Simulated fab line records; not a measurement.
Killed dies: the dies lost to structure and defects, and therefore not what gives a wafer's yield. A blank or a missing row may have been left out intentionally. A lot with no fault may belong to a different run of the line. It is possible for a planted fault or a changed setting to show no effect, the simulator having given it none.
Split-lot trial || flow n5_finfet || 39 wafers read from 7 lots, route of 1938 steps

## THE SPLIT ITSELF
At N5_ZERO_LAYER_DEVELOP_10 (develop time 60 s), the setting develop_time_s was moved away from the recipe's 60 s on 15 of the 39 wafers read, by -56.0% to +55.6%. The other wafers ran this setting at the recipe's value.

## FROM SPLIT TO READING: 1 step shown by the file between the two
- N5_ZERO_LAYER_HARDBAKE_23: time 120 s

## THE READING
cd_nm (nm) at N5_ZERO_LAYER_CD_MEAS_11, where the cd target is 2000 nm. On this fab line, fault-free wafers typically give 1999.7 nm with a standard deviation of 1.5 nm.

{"wafer": "L076.1", "tool, chamber at the split": "litho_track-03, 0", "develop_time_s as run, s": 80.81, "against the recipe": "+34.7%", "cd_nm, nm": 2007.9, "against lot-mates on the recipe": "+8.5"}
{"wafer": "L076.2", "tool, chamber at the split": "litho_track-03, 0", "develop_time_s as run, s": 80.81, "against the recipe": "+34.7%", "cd_nm, nm": 2005.9, "against lot-mates on the recipe": "+6.5"}
{"wafer": "L076.3", "tool, chamber at the split": "litho_track-03, 0", "develop_time_s as run, s": 60, "against the recipe": "recipe", "cd_nm, nm": 2000.0, "against lot-mates on the recipe": "-"}
{"wafer": "L076.4", "tool, chamber at the split": "litho_track-03, 0", "develop_time_s as run, s": 60, "against the recipe": "recipe", "cd_nm, nm": 1999.7, "against lot-mates on the recipe": "-"}
{"wafer": "L076.5", "tool, chamber at the split": "litho_track-03, 0", "develop_time_s as run, s": 60, "against the recipe": "recipe", "cd_nm, nm": 1998.5, "against lot-mates on the recipe": "-"}
{"wafer": "L076.6", "tool, chamber at the split": "litho_track-03, 0", "develop_time_s as run, s": 80.81, "against the recipe": "+34.7%", "cd_nm, nm": 2007.2, "against lot-mates on the recipe": "+7.8"}
{"wafer": "L080.1", "tool, chamber at the split": "litho_track-04, 0", "develop_time_s as run, s": 60, "against the recipe": "recipe", "cd_nm, nm": 2000.7, "against lot-mates on the recipe": "-"}
{"wafer": "L080.2", "tool, chamber at the split": "litho_track-04, 0", "develop_time_s as run, s": 93.34, "against the recipe": "+55.6%", "cd_nm, nm": 2010.6, "against lot-mates on the recipe": "+10.2"}
{"wafer": "L080.3", "tool, chamber at the split": "litho_track-04, 0", "develop_time_s as run, s": 93.34, "against the recipe": "+55.6%", "cd_nm, nm": 2010.8, "against lot-mates on the recipe": "+10.4"}
{"wafer": "L080.4", "tool, chamber at the split": "litho_track-04, 0", "develop_time_s as run, s": 60, "against the recipe": "recipe", "cd_nm, nm": 1999.9, "against lot-mates on the recipe": "-"}
{"wafer": "L080.5", "tool, chamber at the split": "litho_track-04, 0", "develop_time_s as run, s": 60, "against the recipe": "recipe", "cd_nm, nm": 2000.5, "against lot-mates on the recipe": "-"}
{"wafer": "L080.6", "tool, chamber at the split": "litho_track-04, 0", "develop_time_s as run, s": 93.34, "against the recipe": "+55.6%", "cd_nm, nm": 2008.8, "against lot-mates on the recipe": "+8.4"}
{"wafer": "L081.1", "tool, chamber at the split": "litho_track-02, 0", "develop_time_s as run, s": 60, "against the recipe": "recipe", "cd_nm, nm": 2001.4, "against lot-mates on the recipe": "-"}
{"wafer": "L081.2", "tool, chamber at the split": "litho_track-02, 0", "develop_time_s as run, s": 60, "against the recipe": "recipe", "cd_nm, nm": 1999.3, "against lot-mates on the recipe": "-"}
{"wafer": "L081.3", "tool, chamber at the split": "litho_track-02, 0", "develop_time_s as run, s": 60, "against the recipe": "recipe", "cd_nm, nm": 2002.5, "against lot-mates on the recipe": "-"}
{"wafer": "L081.4", "tool, chamber at the split": "litho_track-02, 0", "develop_time_s as run, s": 26.38, "against the recipe": "-56.0%", "cd_nm, nm": 1983.4, "against lot-mates on the recipe": -17.7}
{"wafer": "L081.5", "tool, chamber at the split": "litho_track-02, 0", "develop_time_s as run, s": 26.38, "against the recipe": "-56.0%", "cd_nm, nm": 1983.6, "against lot-mates on the recipe": -17.5}
{"wafer": "L081.6", "tool, chamber at the split": "litho_track-02, 0", "develop_time_s as run, s": 26.38, "against the recipe": "-56.0%", "cd_nm, nm": 1982.4, "against lot-mates on the recipe": -18.7}
{"wafer": "L082.1", "tool, chamber at the split": "litho_track-02, 0", "develop_time_s as run, s": 29.58, "against the recipe": "-50.7%", "cd_nm, nm": 1985.9, "against lot-mates on the recipe": -15.8}
{"wafer": "L082.2", "tool, chamber at the split": "litho_track-02, 0", "develop_time_s as run, s": 29.58, "against the recipe": "-50.7%", "cd_nm, nm": 1984.4, "against lot-mates on the recipe": -17.3}
{"wafer": "L082.3", "tool, chamber at the split": "litho_track-02, 0", "develop_time_s as run, s": 60, "against the recipe": "recipe", "cd_nm, nm": 2001.9, "against lot-mates on the recipe": "-"}
{"wafer": "L082.4", "tool, chamber at the split": "litho_track-02, 0", "develop_time_s as run, s": 60, "against the recipe": "recipe", "cd_nm, nm": 2002.0, "against lot-mates on the recipe": "-"}
{"wafer": "L082.5", "tool, chamber at the split": "litho_track-02, 0", "develop_time_s as run, s": 60, "against the recipe": "recipe", "cd_nm, nm": 2001.1, "against lot-mates on the recipe": "-"}
{"wafer": "L082.6", "tool, chamber at the split": "litho_track-02, 0", "develop_time_s as run, s": 29.58, "against the recipe": "-50.7%", "cd_nm, nm": 1985.7, "against lot-mates on the recipe": -16.0}
{"wafer": "L086.1", "tool, chamber at the split": "litho_track-03, 0", "develop_time_s as run, s": 60, "against the recipe": "recipe", "cd_nm, nm": 1998.0, "against lot-mates on the recipe": "-"}
{"wafer": "L086.5", "tool, chamber at the split": "litho_track-03, 0", "develop_time_s as run, s": 60, "against the recipe": "recipe", "cd_nm, nm": 2000.1, "against lot-mates on the recipe": "-"}
{"wafer": "L086.6", "tool, chamber at the split": "litho_track-03, 0", "develop_time_s as run, s": 60, "against the recipe": "recipe", "cd_nm, nm": 2000.3, "against lot-mates on the recipe": "-"}
{"wafer": "L088.1", "tool, chamber at the split": "litho_track-03, 0", "develop_time_s as run, s": 60, "against the recipe": "recipe", "cd_nm, nm": 1997.2, "against lot-mates on the recipe": "-"}
{"wafer": "L088.2", "tool, chamber at the split": "litho_track-03, 0", "develop_time_s as run, s": 60, "against the recipe": "recipe", "cd_nm, nm": 1996.4, "against lot-mates on the recipe": "-"}
{"wafer": "L088.3", "tool, chamber at the split": "litho_track-03, 0", "develop_time_s as run, s": 60, "against the recipe": "recipe", "cd_nm, nm": 1996.6, "against lot-mates on the recipe": "-"}
{"wafer": "L088.4", "tool, chamber at the split": "litho_track-03, 0", "develop_time_s as run, s": 60, "against the recipe": "recipe", "cd_nm, nm": 1998.2, "against lot-mates on the recipe": "-"}
{"wafer": "L088.5", "tool, chamber at the split": "litho_track-03, 0", "develop_time_s as run, s": 60, "against the recipe": "recipe", "cd_nm, nm": 1997.8, "against lot-mates on the recipe": "-"}
{"wafer": "L088.6", "tool, chamber at the split": "litho_track-03, 0", "develop_time_s as run, s": 60, "against the recipe": "recipe", "cd_nm, nm": 1998.6, "against lot-mates on the recipe": "-"}
{"wafer": "L096.1", "tool, chamber at the split": "litho_track-04, 0", "develop_time_s as run, s": 60, "against the recipe": "recipe", "cd_nm, nm": 1999.7, "against lot-mates on the recipe": "-"}
{"wafer": "L096.2", "tool, chamber at the split": "litho_track-04, 0", "develop_time_s as run, s": 71.5, "against the recipe": "+19.2%", "cd_nm, nm": 2002.0, "against lot-mates on the recipe": "+2.9"}
{"wafer": "L096.3", "tool, chamber at the split": "litho_track-04, 0", "develop_time_s as run, s": 60, "against the recipe": "recipe", "cd_nm, nm": 1998.0, "against lot-mates on the recipe": "-"}
{"wafer": "L096.4", "tool, chamber at the split": "litho_track-04, 0", "develop_time_s as run, s": 71.5, "against the recipe": "+19.2%", "cd_nm, nm": 2003.7, "against lot-mates on the recipe": "+4.6"}
{"wafer": "L096.5", "tool, chamber at the split": "litho_track-04, 0", "develop_time_s as run, s": 60, "against the recipe": "recipe", "cd_nm, nm": 1999.5, "against lot-mates on the recipe": "-"}
{"wafer": "L096.6", "tool, chamber at the split": "litho_track-04, 0", "develop_time_s as run, s": 71.5, "against the recipe": "+19.2%", "cd_nm, nm": 2001.5, "against lot-mates on the recipe": "+2.4"}

THE FIT
A straight line over all 39 wafers: cd_nm changes by +0.245 nm for each +1% of develop_time_s; r = +0.97; the points scatter about the line by 1.8 nm.
The same after taking each lot's own level away (the mean of its wafers on the recipe; 39 wafers): +0.261 nm for each +1%; r = +0.97; scatter 1.8 nm.
On that fit, the largest move of develop_time_s shifts the reading by 15 nm.
From 1997.47 to 2001.67 nm: that is the span of the lots' own levels, equal to 2.8 times the standard deviation above.
The two slopes are in agreement: the lot-to-lot level therefore moves the slope only a little.
Check: for one of the wafers moved furthest among these (-56.0%), held out of the fit, the line's prediction against its lot-mates is -15.4 nm. It came out at -17.7 nm against them.

## THE WHOLE CHAIN: every reading that the file lists as answering this split, in the file's order
{"step": "N5_ZERO_LAYER_CD_MEAS_11", "what it does": "target cd 2000 nm", "reading": "cd_nm", "change (the file's fit)": "+0.26 nm for each +1% of the setting", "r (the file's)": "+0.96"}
{"step": "N5_ZERO_LAYER_DESCUM_16", "what it does": "chemistry O2, time 7.9 s", "reading": "ZERO_LAYER.cd_nm (the simulator's own value, which no gauge read)", "change (the file's fit)": "+0.26 nm for each +1% of the setting", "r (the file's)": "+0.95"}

## THE FILE'S OWN FIT
cd_nm changes by +0.26 nm for each +1% of develop_time_s, r = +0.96.
